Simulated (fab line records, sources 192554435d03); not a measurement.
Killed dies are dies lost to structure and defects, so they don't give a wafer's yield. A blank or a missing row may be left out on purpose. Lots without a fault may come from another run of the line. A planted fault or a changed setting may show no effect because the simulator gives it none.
fab line records | flow n5_finfet
record lots=9 wafers=25 last_day=19
route steps=1938 shown GATE_CUT@487 BEOL_M4@1111 PASSIVATION@1936
lots that met no fault: from a run of the same line without faults
start_h: hours from the record's first day to the start of the lot's first wafer shown | wait_h: hours since the lot's step before | " the same as in the row above | L1.1+2: a row that stands for several wafers | - no value, or no start given | * or withheld: withheld | < > ~ a bound
route shown NAME@n: a module of which the file shows steps, and the number in the route of the first | usual: mean/standard deviation of fault-free wafers | same: alike in all rows | chamber/n: place in a boat | sites: the reading at each site | _std_site: their standard deviation | _edge_site: outer sites' mean less inner sites' | radius_mm: how far each site lies from the wafer's centre | mask NAME#n: copy n | behind: the tool/chamber that last shaped the wafer | hold: why the lot was held/for how many hours/how that ended | device: the transistor (n, p or np) that didn't switch | end of line: the same wafers' tests at the end of the route | a step without rows: its recipe alone | killed: dies lost to structure and defects at the first sort, not the wafer's yield | map: a wafer's dies, x killed, . not, _ none there
set.NAME: the setting as run; set.NAME@STEP: as run at that earlier step | model.NAME: the simulator's own value behind a step, which no gauge read
steps of the route over a sample of lots; a table a step, a row a wafer
services: from which hour (start_h, from the record's first day; less than 0 if before it) a tool's chamber was out of use, for how many hours, and why
## steps
# step N5_GATE_CUT_CD_MEAS_13
# recipe target_cd_nm=20 landing_energy_ev=500 detector=se_inlens
# usual cd_nm=19.83/0.24
# columns lot.wafer tool chamber start_h wait_h cd_nm
L711.1 cd_sem-03 0 89.69 - 19.89
L711.2 " 0 " " 19.76
L711.5 " 0 " " 19.95
L714.1 cd_sem-01 0 106.10 - 20.03
L714.3 " 0 " " 19.92
L714.6 " 0 " " 20.21
L715.3 cd_sem-02 0 114.98 - 19.84
L715.4 " 0 " " 19.81
L715.6 " 0 " " 20.06
L718.1 cd_sem-03 0 133.89 - 19.67
L718.2 " 0 " " 19.72
L718.5 " 0 " " 20.05
L730.2 cd_sem-01 0 223.98 - 20.30
L730.3 " 0 " " 19.96
L730.6 " 0 " " 19.88
L731.2 cd_sem-01 0 226.51 - 19.76
L731.3 " 0 " " 20.11
L731.4 " 0 " " 19.52
L728.4 cd_sem-01 0 226.88 - 19.80
L728.5 " 0 " " 19.84
L728.6 " 0 " " 19.59
L732.1 cd_sem-01 0 227.82 - 19.58
L732.3 " 0 " " 19.78
L733.2 cd_sem-01 0 234.62 - 19.82
L733.3 " 0 " " 19.78
# step N5_GATE_CUT_ETCH_37
# recipe chemistry=N2/H2 target=SOC target_depth_a=600 overetch_a=120 mask_material=SiARC temp_c=40 time_s=90 ion_energy_ev=200 pressure_mtorr=30 source_w=840 bias_w=150 n2_flow_sccm=200 h2_flow_sccm=200
# usual drypump_motor_current_A=5.8/0.49 oes_product_au=0.72/0.077 rf_vpp_V=524.3/2.3 showerhead_plenum_p_Torr=2.56/0.082 throttle_valve_pct=17.72/0.29
# columns lot.wafer tool chamber start_h wait_h drypump_motor_current_A oes_product_au rf_hours_counter_h rf_vpp_V showerhead_plenum_p_Torr throttle_valve_pct
L711.1 rie_diel-03 3 90.33 0.0 6.7 0.62 245 525.2 2.61 17.80
L711.2 " 1 " " 6.1 0.67 144 527.9 2.65 18.22
L711.5 " 0 " " 4.9 0.73 - 523.9 2.55 17.50
L714.1 rie_diel-01 2 106.37 0.0 5.7 0.80 15 525.9 2.62 17.72
L714.3 " 0 " " 6.4 0.76 79 525.5 2.57 17.55
L714.6 " 0 " " 6.5 0.75 - 523.5 2.57 17.55
L715.3 rie_diel-03 2 115.18 0.0 5.8 0.68 124 526.1 2.56 17.67
L715.4 " 1 " " 6.0 0.67 - 525.6 2.65 18.23
L715.6 " 2 " " 5.8 0.68 - 523.9 2.56 17.69
L718.1 rie_diel-03 1 134.09 0.0 6.0 0.67 157 526.2 2.64 18.24
L718.2 " 2 " " 5.8 0.67 130 525.5 2.56 17.70
L718.5 " 2 " " 5.8 0.68 - 524.5 2.56 17.68
L730.2 rie_diel-01 1 224.18 0.0 5.7 0.79 48 529.0 2.69 17.36
L730.3 " 3 " " 5.4 0.83 9 523.1 2.48 17.19
L730.6 " 2 " " 5.7 0.75 - 525.5 2.60 17.79
L731.2 rie_diel-03 1 226.85 0.0 6.1 0.65 184 526.8 2.63 18.30
L731.3 " 0 " " 4.9 0.69 152 522.9 2.53 17.57
L731.4 " 2 " " 5.8 0.66 155 524.1 2.55 17.75
L728.4 rie_diel-01 0 227.08 0.0 6.4 0.72 118 525.2 2.56 17.62
L728.5 " 3 " " 5.3 0.84 - 521.3 2.48 17.20
L728.6 " 2 " " 5.7 0.75 - 525.5 2.60 17.78
L732.1 rie_diel-01 2 228.17 0.0 5.8 0.75 56 526.0 2.60 17.79
L732.3 " 0 " " 6.5 0.72 118 522.5 2.56 17.62
L733.2 rie_diel-03 0 235.15 0.0 4.9 0.69 156 523.6 2.53 17.60
L733.3 " 1 " " 6.0 0.64 187 526.0 2.63 18.29
# step N5_GATE_CUT_STRIP_41
# recipe chemistry=CF4 resist=SiARC power_w=300 bias_power_w=75 pressure_mtorr=50 cf4_flow_sccm=150 rf_frequency_hz=6e+07
# usual bias_power_w=75.00/0.24 drypump_motor_current_A=5.8/0.49 oes_product_au=0.187/0.02 rf_vpp_V=271.4/1.4 showerhead_plenum_p_Torr=1.80/0.056 throttle_valve_pct=13.47/0.29
# columns lot.wafer tool chamber start_h wait_h bias_power_w drypump_motor_current_A oes_product_au rf_hours_counter_h rf_vpp_V showerhead_plenum_p_Torr throttle_valve_pct
L711.1 rie_diel-03 3 90.47 0.0 74.73 6.6 0.159 245 271.7 1.83 13.69
L711.2 " 1 " " 74.97 6.0 0.175 144 272.4 1.87 13.99
L711.5 " 0 " " 75.16 4.9 0.192 - 270.9 1.81 13.26
L714.1 rie_diel-01 2 106.51 0.0 75.07 5.7 0.212 15 270.4 1.83 13.34
L714.3 " 0 " " 74.22 6.4 0.194 79 270.7 1.82 13.36
L714.6 " 0 " " 74.69 6.5 0.198 - 272.7 1.82 13.35
L715.3 rie_diel-03 2 115.33 0.0 75.26 5.8 0.178 124 271.8 1.80 13.41
L715.4 " 1 " " 74.65 6.0 0.171 - 271.6 1.87 14.00
L715.6 " 2 " " 75.17 5.8 0.176 - 271.9 1.80 13.40
L718.1 rie_diel-03 1 134.24 0.0 75.37 6.0 0.170 157 271.8 1.87 14.00
L718.2 " 2 " " 75.22 5.8 0.172 130 271.1 1.80 13.43
L718.5 " 2 " " 74.80 5.8 0.171 - 270.4 1.80 13.44
L730.2 rie_diel-01 1 224.33 0.0 75.13 5.8 0.202 48 273.0 1.90 13.07
L730.3 " 3 " " 74.85 5.4 0.218 9 271.4 1.77 13.14
L730.6 " 2 " " 74.65 5.7 0.203 - 273.0 1.82 13.42
L731.2 rie_diel-03 1 227.00 0.0 75.27 6.0 0.170 184 271.0 1.86 14.08
L731.3 " 0 " " 75.10 4.9 0.180 152 272.4 1.80 13.36
L731.4 " 2 " " 74.88 5.8 0.174 155 271.2 1.79 13.49
L728.4 rie_diel-01 0 227.23 0.0 75.15 6.4 0.188 118 271.6 1.81 13.43
L728.5 " 3 " " 74.44 5.4 0.215 - 269.9 1.77 13.12
L728.6 " 2 " " 74.90 5.7 0.198 - 270.7 1.82 13.42
L732.1 rie_diel-01 2 228.32 0.0 75.06 5.7 0.184 56 269.7 1.82 13.41
L732.3 " 0 " " 75.01 6.4 0.188 118 271.0 1.81 13.44
L733.2 rie_diel-03 0 235.30 0.0 75.09 4.9 0.174 156 272.1 1.79 13.39
L733.3 " 1 " " 74.99 6.0 0.166 187 273.6 1.86 14.06
# step N5_GATE_CUT_CUT_ETCH_53
# recipe chemistry=SF6/Cl2 target=W mask_material=SiO2 target_depth_a=792 pressure_mtorr=8 icp_w=900 bias_w=80 SF6_flow_sccm=40 Cl2_flow_sccm=60 ends=cleared
# usual drypump_motor_current_A=5.4/0.36 etch_rf_on_time_s=26.3/0.5 oes_product_au=0.70/0.091 throttle_valve_pct=29.1/0.34
# columns lot.wafer tool chamber start_h wait_h drypump_motor_current_A etch_rf_on_time_s oes_product_au rf_hours_counter_h throttle_valve_pct
L711.1 rie_metal-02 0 90.65 0.1 5.2 25.0 0.92 1 28.5
L711.2 " 1 " " 5.1 25.6 0.59 108 29.2
L711.5 " 0 " " 5.2 25.3 0.89 - 28.5
L714.1 rie_metal-03 1 106.68 0.1 5.7 26.7 0.78 13 29.2
L714.3 " 0 " " 5.1 27.4 0.64 - 28.8
L714.6 " 1 " " 5.7 26.7 0.78 - 29.2
L715.3 rie_metal-02 0 115.52 0.1 5.2 25.6 0.88 - 28.5
L715.4 " 1 " " 5.1 26.2 0.58 - 29.2
L715.6 " 1 " " 5.2 26.0 0.58 - 29.3
L718.1 rie_metal-01 0 134.41 0.1 5.2 26.7 0.74 28 29.0
L718.2 " 1 " " 6.0 26.1 0.63 81 29.5
L718.5 " 0 " " 5.1 26.7 0.74 - 29.0
L730.2 rie_metal-02 1 224.50 0.1 5.1 34.3 0.49 119 29.2
L730.3 " 0 " " 5.2 34.3 0.70 - 28.5
L730.6 " 0 " " 5.2 25.7 0.81 - 28.5
L731.2 rie_metal-01 1 227.17 0.1 6.0 26.2 0.62 90 29.6
L731.3 " 1 " " 6.0 26.5 0.61 - 29.6
L731.4 " 0 " " 5.1 26.6 0.71 - 29.0
L728.4 rie_metal-02 0 227.46 0.1 5.2 25.7 0.82 - 28.5
L728.5 " 0 " " 5.2 34.3 0.70 - 28.5
L728.6 " 0 " " 5.2 25.8 0.81 - 28.5
L732.1 rie_metal-01 1 228.48 0.1 6.0 26.2 0.62 90 29.6
L732.3 " 1 " " 6.0 26.3 0.61 - 29.6
L733.2 rie_metal-03 1 235.47 0.1 5.7 26.4 0.74 25 29.2
L733.3 " 1 " " 5.7 26.6 0.74 - 29.2
# step N5_BEOL_M4_RC_MEAS_101
# usual DIBL_N=37.2/2.1 DIBL_P=37.3/2.3 IOFF_N=0.18/0.041 IOFF_P=0.24/0.042 ION_N=680/13 ION_P=466/7.7 SS_N=71.8/0.68 SS_P=73.5/0.66 VT_N=249/3.6 VT_P=-248/3.4
# columns lot.wafer tool chamber start_h wait_h DIBL_N[mV/V] DIBL_P[mV/V] IOFF_N[nA/um] IOFF_P[nA/um] ION_N[uA/um] ION_P[uA/um] SS_N[mV/dec] SS_P[mV/dec] VT_N[mV] VT_P[mV]
L711.1 prober-01 0 185.02 0.0 34.4 34.0 0.15 0.20 677 472 70.9 73.2 249 -249
L711.2 " 0 " " 33.4 33.2 0.13 0.17 665 455 70.7 73.0 250 -254
L711.5 " 0 " " 35.9 36.3 0.18 0.23 684 463 71.7 73.2 245 -247
L714.1 prober-02 0 202.25 0.0 37.4 34.9 0.14 0.19 667 458 71.9 73.1 251 -251
L714.3 " 0 " " 38.0 36.7 0.16 0.21 666 458 71.9 73.1 249 -251
L714.6 " 0 " " 35.2 31.8 0.11 0.15 652 450 70.9 71.9 257 -256
L715.3 prober-02 0 205.13 0.3 39.4 39.2 0.25 0.30 694 472 72.9 73.9 243 -246
L715.4 " 0 " " 35.0 33.6 0.14 0.21 656 460 71.2 72.8 252 -249
L715.6 " 0 " " 35.1 34.5 0.15 0.23 679 471 70.9 73.0 248 -248
L718.1 prober-01 0 211.60 0.0 34.2 34.9 0.13 0.18 669 460 71.1 72.9 252 -253
L718.2 " 0 " " 36.8 37.7 0.17 0.24 677 465 71.3 73.5 246 -247
L718.5 " 0 " " 38.3 39.7 0.22 0.27 696 475 72.6 73.5 242 -247
L730.2 prober-02 0 313.11 0.2 38.3 36.8 0.17 0.22 676 462 71.4 73.8 248 -248
L730.3 " 0 " " 37.0 34.8 0.15 0.20 687 465 71.8 72.7 250 -249
L730.6 " 0 " " 36.4 35.6 0.15 0.21 677 474 71.5 73.0 250 -249
L728.4 prober-01 0 316.76 0.5 36.4 38.7 0.18 0.25 686 472 72.6 73.6 246 -246
L728.5 " 0 " " 36.9 39.7 0.18 0.26 690 480 72.1 73.6 247 -245
L728.6 " 0 " " 35.1 37.1 0.15 0.23 674 469 72.0 73.0 250 -249
L732.1 prober-01 0 332.36 0.0 33.0 34.6 0.12 0.19 675 472 70.5 72.3 250 -252
L732.3 " 0 " " 34.9 36.7 0.14 0.23 666 466 71.6 72.7 252 -248
L731.2 prober-02 0 333.30 0.2 35.5 36.1 0.15 0.19 678 459 71.7 73.9 251 -252
L731.3 " 0 " " 36.6 37.3 0.17 0.22 667 457 71.9 74.1 248 -249
L731.4 " 0 " " 38.1 39.4 0.23 0.26 704 473 72.0 74.4 242 -248
L733.2 prober-02 0 336.04 0.2 37.5 36.9 0.18 0.25 675 466 72.0 73.6 251 -249
L733.3 " 0 " " 38.1 37.8 0.20 0.27 677 463 72.2 74.2 248 -245
# step N5_PASSIVATION_PROBE_49
# usual defect_limited_yield=91.0/1.6 killed_at_M0_to_M3=35/11 killed_at_M4_up=14/5.3 killed_at_contacts=13/6.7 killed_at_front_end=41/12 killed_at_other=3.9/2.7 killed_dies=106/19 killed_on_rim=14/4 killed_open=70/14 killed_short=35/8.8 sort_bin_5_function=5.3/1 sort_bin_6_memory=3.3/0.81 sort_n_pass=1073/19 sort_yield_pct=91.0/1.6
# same gross_dies=1180 killed_at_back_side=0 sort_bin_4_leakage[%]=0 sort_bin_8_speed[%]=0
# columns lot.wafer tool chamber start_h wait_h defect_limited_yield[%] killed_at_M0_to_M3 killed_at_M4_up killed_at_contacts killed_at_front_end killed_at_other killed_dies killed_on_rim killed_open killed_short sort_bin_5_function[%] sort_bin_6_memory[%] sort_n_pass sort_yield_pct[%]
L711.1 prober-02 - 303.23 0.0 91.2 33 10 20 36 5 104 13 71 31 4.9 3.6 1076 91.2
L711.2 prober-02 - 303.28 0.1 90.8 18 19 14 53 5 109 13 64 36 4.5 3.7 1071 90.8
L711.5 prober-02 - 303.43 0.2 90.6 16 12 15 63 5 111 12 73 36 5.7 3.5 1069 90.6
L714.1 prober-01 - 319.03 0.0 93.7 23 16 8 20 7 74 15 47 24 3.5 2.7 1106 93.7
L714.3 prober-01 - 319.13 0.1 91.4 38 13 10 37 3 101 14 60 40 5.6 2.8 1079 91.4
L714.6 prober-01 - 319.28 0.3 92.5 35 13 10 30 1 89 14 55 32 4.9 2.4 1091 92.5
L715.3 prober-02 - 319.75 0.1 92.1 47 9 14 22 1 93 15 65 28 5.3 2.5 1087 92.1
L715.4 prober-02 - 319.80 0.2 90.4 53 6 23 26 5 113 15 87 22 4.8 4.3 1067 90.4
L715.6 prober-02 - 319.90 0.3 92.1 44 11 5 33 0 93 8 51 42 4.2 3.3 1087 92.1
L718.1 prober-02 - 325.83 0.0 89.5 25 14 16 66 3 124 13 66 54 5.3 4.5 1056 89.5
L718.2 prober-02 - 325.88 0.1 89.9 23 12 17 55 12 119 14 69 49 6.2 3.6 1061 89.9
L718.5 prober-02 - 326.03 0.2 90.3 23 12 17 59 4 115 12 64 47 5.3 3.6 1065 90.3
L730.2 prober-01 - 413.35 0.1 50.0 27 15 32 508 8 590 102 91 33 45.9 3.6 590 50.0
L730.3 prober-01 - 413.40 0.1 77.2 18 13 12 223 3 269 29 53 29 19.7 2.9 911 77.2
L730.6 prober-01 - 413.55 0.3 91.5 42 19 5 33 1 100 13 75 23 5.6 2.5 1080 91.5
L728.4 prober-02 - 423.56 0.2 91.1 28 10 6 61 0 105 13 77 27 5.8 3.1 1075 91.1
L728.5 prober-02 - 423.61 0.2 74.4 31 16 14 238 3 302 28 98 46 19.9 5.3 878 74.4
L728.6 prober-02 - 423.66 0.3 90.8 42 10 15 40 1 108 9 75 32 4.9 3.5 1072 90.8
L731.2 prober-01 - 442.37 0.1 91.8 33 18 8 34 4 97 7 63 33 4.8 3.3 1083 91.8
L731.3 prober-01 - 442.42 0.1 91.8 37 23 8 23 6 97 13 71 25 5.0 3.1 1083 91.8
L731.4 prober-01 - 442.47 0.2 88.8 42 18 19 48 5 132 21 89 40 6.5 4.1 1048 88.8
L732.1 prober-01 - 450.01 0.0 89.0 30 14 28 51 7 130 24 88 42 7.3 3.3 1050 89.0
L732.3 prober-01 - 450.11 0.1 90.6 40 6 15 46 4 111 16 67 36 5.2 3.4 1069 90.6
L733.2 prober-01 - 450.36 0.4 90.5 36 13 13 44 6 112 16 72 39 5.4 3.9 1068 90.5
L733.3 prober-01 - 450.41 0.4 91.9 25 7 18 43 2 95 7 68 27 4.5 3.3 1085 91.9
# killed by level:class
L711.1 MOL_CONTACT_COAG:geometric_particle:open=17 FIN_SAQP:geometric_particle:open=9 BEOL_M0_SAQP:geometric_particle:short=9 GATE_CUT:geometric_particle:short=7 BEOL_M1:geometric_particle:open=7 BEOL_M0_SAQP:geometric_particle:open=6 BEOL_M2:geometric_particle:open=6 FIN_SAQP:geometric_particle:short=4
L711.2 MOL_CONTACT_COAG:geometric_particle:open=12 BEOL_M4:geometric_particle:open=11 FIN_SAQP:geometric_particle:open=10 FIN_SAQP:geometric_particle:short=8 DUMMY_GATE:geometric_particle:open=7 HKMG_FIN:area_etch=7 BEOL_M0_SAQP:geometric_particle:open=6 STI_FIN_REVEAL:geometric_particle:short=4
L711.5 STI_FIN_REVEAL:geometric_particle:open=19 MOL_CONTACT_COAG:geometric_particle:open=11 FIN_SAQP:geometric_particle:open=9 FIN_SAQP:geometric_particle:short=8 BEOL_M2:geometric_particle:open=5 BEOL_M0_SAQP:geometric_particle:open=5 STI_FIN_REVEAL:geometric_particle:short=4 MOL_CONTACT_COAG:geometric_particle:short=4
L714.1 BEOL_M4:geometric_particle:open=9 MOL_CONTACT_COAG:geometric_particle:open=8 BEOL_M0_SAQP:geometric_particle:open=8 BEOL_M0_SAQP:geometric_particle:short=7 FIN_SAQP:geometric_particle:short=5 FIN_SAQP:geometric_particle:open=4 STI_FIN_REVEAL:geometric_particle:open=3 BEOL_M6:geometric_particle:short=3
L714.3 BEOL_M0_SAQP:geometric_particle:open=11 FIN_SAQP:geometric_particle:open=9 BEOL_M0_SAQP:geometric_particle:short=9 MOL_CONTACT_COAG:geometric_particle:open=7 FIN_SAQP:geometric_particle:short=6 BEOL_M3:geometric_particle:open=6 STI_FIN_REVEAL:geometric_particle:open=5 BEOL_M4:geometric_particle:open=5
L714.6 BEOL_M0_SAQP:geometric_particle:short=10 BEOL_M3:geometric_particle:open=8 FIN_SAQP:geometric_particle:open=7 MOL_CONTACT_COAG:geometric_particle:open=7 BEOL_M0_SAQP:geometric_particle:open=7 BEOL_M4:geometric_particle:open=7 FIN_SAQP:geometric_particle:short=6 STI_FIN_REVEAL:geometric_particle:open=5
L715.3 MOL_CONTACT_COAG:geometric_particle:open=12 BEOL_M0_SAQP:geometric_particle:open=9 BEOL_M1:geometric_particle:short=9 BEOL_M1:geometric_particle:open=7 BEOL_M3:geometric_particle:open=7 BEOL_M0_SAQP:geometric_particle:short=6 SDB:geometric_particle:open=4 BEOL_M0:geometric_particle:open=4
L715.4 MOL_CONTACT_COAG:geometric_particle:open=23 BEOL_M3:geometric_particle:open=16 BEOL_M0_SAQP:geometric_particle:open=10 BEOL_M0_SAQP:geometric_particle:short=8 BEOL_M1:geometric_particle:open=7 FIN_SAQP:geometric_particle:open=6 BEOL_M3:geometric_particle:short=6 BEOL_M0:geometric_particle:open=4
L715.6 BEOL_M0_SAQP:geometric_particle:short=10 FIN_SAQP:geometric_particle:open=8 BEOL_M0_SAQP:geometric_particle:open=7 FIN_SAQP:geometric_particle:short=6 BEOL_M3:geometric_particle:open=6 DUMMY_GATE:geometric_particle:open=5 BEOL_M1:geometric_particle:open=5 BEOL_M3:geometric_particle:short=4
L718.1 STI_FIN_REVEAL:geometric_particle:open=15 MOL_CONTACT_COAG:geometric_particle:open=12 FIN_SAQP:geometric_particle:short=11 GATE_CUT:geometric_particle:short=11 FIN_SAQP:geometric_particle:open=10 BEOL_M0_SAQP:geometric_particle:short=8 BEOL_M0_SAQP:geometric_particle:open=6 GATE_CUT:geometric_particle:open=5
L718.2 MOL_CONTACT_COAG:geometric_particle:open=13 FIN_SAQP:geometric_particle:short=10 FIN_SAQP:geometric_particle:open=9 STI_FIN_REVEAL:geometric_particle:open=9 GATE_CUT:geometric_particle:short=9 BEOL_M0_SAQP:geometric_particle:open=7 BEOL_M0_SAQP:geometric_particle:short=6 STARTING-WAFER:geometric_particle:short=5
L718.5 MOL_CONTACT_COAG:geometric_particle:open=14 FIN_SAQP:geometric_particle:open=10 GATE_CUT:geometric_particle:short=9 FIN_SAQP:geometric_particle:short=8 DUMMY_GATE:geometric_particle:open=6 BEOL_M0_SAQP:geometric_particle:short=6 BEOL_M3:geometric_particle:open=6 BEOL_M4:geometric_particle:short=5
L730.2 GATE_CUT:area_etch=464 MOL_CONTACT_COAG:geometric_particle:open=25 BEOL_M1:geometric_particle:open=13 STI_FIN_REVEAL:geometric_particle:open=8 DUMMY_GATE:geometric_particle:open=7 MOL_CONTACT_COAG:geometric_particle:short=7 FIN_SAQP:geometric_particle:open=6 BEOL_M2:geometric_particle:open=5
L730.3 GATE_CUT:area_etch=187 FIN_SAQP:geometric_particle:open=10 MOL_CONTACT_COAG:geometric_particle:open=9 BEOL_M1:geometric_particle:open=8 FIN_SAQP:geometric_particle:short=6 BEOL_M4:geometric_particle:open=5 BEOL_M3:geometric_particle:open=5 GATE_CUT:geometric_particle:short=4
L730.6 BEOL_M1:geometric_particle:open=25 FIN_SAQP:geometric_particle:open=7 BEOL_M4:geometric_particle:open=6 DUMMY_GATE:geometric_particle:open=5 MOL_CONTACT_COAG:geometric_particle:open=4 BEOL_M5:geometric_particle:open=4 BEOL_M7:geometric_particle:open=4 STI_FIN_REVEAL:geometric_particle:open=3
L728.4 STI_FIN_REVEAL:geometric_particle:open=18 BEOL_M2:geometric_particle:open=10 FIN_SAQP:geometric_particle:open=9 GATE_CUT:geometric_particle:short=9 GATE_CUT:geometric_particle:open=7 MOL_CONTACT_COAG:geometric_particle:open=6 BEOL_M0_SAQP:geometric_particle:short=6 BEOL_M0:geometric_particle:open=5
L728.5 GATE_CUT:area_etch=155 STI_FIN_REVEAL:geometric_particle:open=25 FIN_SAQP:geometric_particle:open=16 MOL_CONTACT_COAG:geometric_particle:open=14 FIN_SAQP:geometric_particle:short=12 STI_FIN_REVEAL:geometric_particle:short=8 BEOL_M2:geometric_particle:open=7 BEOL_M0_SAQP:geometric_particle:open=6
L728.6 FIN_SAQP:geometric_particle:open=14 MOL_CONTACT_COAG:geometric_particle:open=12 BEOL_M0_SAQP:geometric_particle:short=12 BEOL_M0_SAQP:geometric_particle:open=11 STI_FIN_REVEAL:geometric_particle:open=9 FIN_SAQP:geometric_particle:short=8 BEOL_M2:geometric_particle:open=5 BEOL_M1:geometric_particle:open=4
L731.2 BEOL_M1:geometric_particle:open=11 BEOL_M4:geometric_particle:open=11 FIN_SAQP:geometric_particle:short=7 BEOL_M3:geometric_particle:open=7 BEOL_M2:geometric_particle:open=6 DUMMY_GATE:geometric_particle:open=5 MOL_CONTACT_COAG:geometric_particle:short=5 FIN_SAQP:geometric_particle:open=4
L731.3 BEOL_M4:geometric_particle:open=18 BEOL_M3:geometric_particle:open=12 MOL_CONTACT_COAG:geometric_particle:open=8 BEOL_M0_SAQP:geometric_particle:short=7 BEOL_M1:geometric_particle:open=6 FIN_SAQP:geometric_particle:short=5 BEOL_M0_SAQP:geometric_particle:open=5 STI_FIN_REVEAL:geometric_particle:open=4
L731.4 STI_FIN_REVEAL:geometric_particle:open=13 MOL_CONTACT_COAG:geometric_particle:open=11 BEOL_M1:geometric_particle:open=10 BEOL_M3:geometric_particle:open=10 BEOL_M4:geometric_particle:open=10 FIN_SAQP:geometric_particle:open=9 MOL_CONTACT_COAG:geometric_particle:short=8 FIN_SAQP:geometric_particle:short=6
L732.1 MOL_CONTACT_COAG:geometric_particle:open=24 STI_FIN_REVEAL:geometric_particle:open=15 GATE_CUT:geometric_particle:short=8 BEOL_M3:geometric_particle:open=6 FIN_SAQP:geometric_particle:short=5 BEOL_M2:geometric_particle:open=5 BEOL_M0_SAQP:geometric_particle:open=5 BEOL_M1:geometric_particle:open=5
L732.3 BEOL_M0_SAQP:geometric_particle:short=13 STI_FIN_REVEAL:geometric_particle:open=12 MOL_CONTACT_COAG:geometric_particle:open=12 BEOL_M0_SAQP:geometric_particle:open=11 BEOL_M2:geometric_particle:open=7 HKMG_FIN:area_etch=6 STI_FIN_REVEAL:geometric_particle:short=5 DUMMY_GATE:geometric_particle:open=5
L733.2 FIN_SAQP:geometric_particle:short=13 FIN_SAQP:geometric_particle:open=12 MOL_CONTACT_COAG:geometric_particle:open=10 BEOL_M1:geometric_particle:short=6 BEOL_M1:geometric_particle:open=6 STI_FIN_REVEAL:geometric_particle:open=5 BEOL_M3:geometric_particle:open=5 BEOL_M0_SAQP:geometric_particle:open=5
L733.3 MOL_CONTACT_COAG:geometric_particle:open=15 FIN_SAQP:geometric_particle:open=14 STI_FIN_REVEAL:geometric_particle:open=8 BEOL_M1:geometric_particle:open=7 BEOL_M1:geometric_particle:short=4 GATE_CUT:geometric_particle:short=4 BEOL_M3:geometric_particle:open=4 STI_FIN_REVEAL:geometric_particle:short=3
## services
# columns tool chamber start_h hours kind
rie_diel-01 1 74.60 31.8 repair
rie_metal-03 0 81.65 3.5 repair
rie_diel-03 3 108.72 - clean
rie_diel-03 3 108.72 - consumable_replace:focus_ring
rie_metal-02 - 125.79 14.6 pm
rie_diel-03 2 170.50 10.6 repair
rie_diel-01 3 172.28 - clean
rie_diel-01 3 172.28 - consumable_replace:focus_ring
rie_diel-01 3 172.28 17.3 scheduled_down
rie_diel-01 3 172.28 17.3 vent_cycle
rie_diel-01 3 216.72 5.4 repair
## key
first_sign step=N5_GATE_CUT_CUT_ETCH_53 reading=etch_rf_on_time_s direction=up sigmas=16 usual=* struck=*
effect step=N5_PASSIVATION_PROBE_49 reading=sort_bin_5_function direction=up sigmas=23 usual=5.3 struck=28.5
more_kills_born_at N5_GATE_CUT_CUT_ETCH_53@rie_metal-02=806
met_at N5_GATE_CUT_CUT_ETCH_53
struck_lots L728,L730
struck_wafers L728.5,L730.2,L730.3
not_acting_at N5_GATE_CUT_CD_MEAS_13,N5_GATE_CUT_ETCH_37,N5_GATE_CUT_STRIP_41
onset_between 115.52 224.50
fault kind=process_parameter_drift tool=rie_metal-02 chamber=- onset_h=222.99 steps=N5_GATE_CUT_CUT_ETCH_53 channel=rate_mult offset=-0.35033 shape=step end_h=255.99 scope=struck_wafers_only
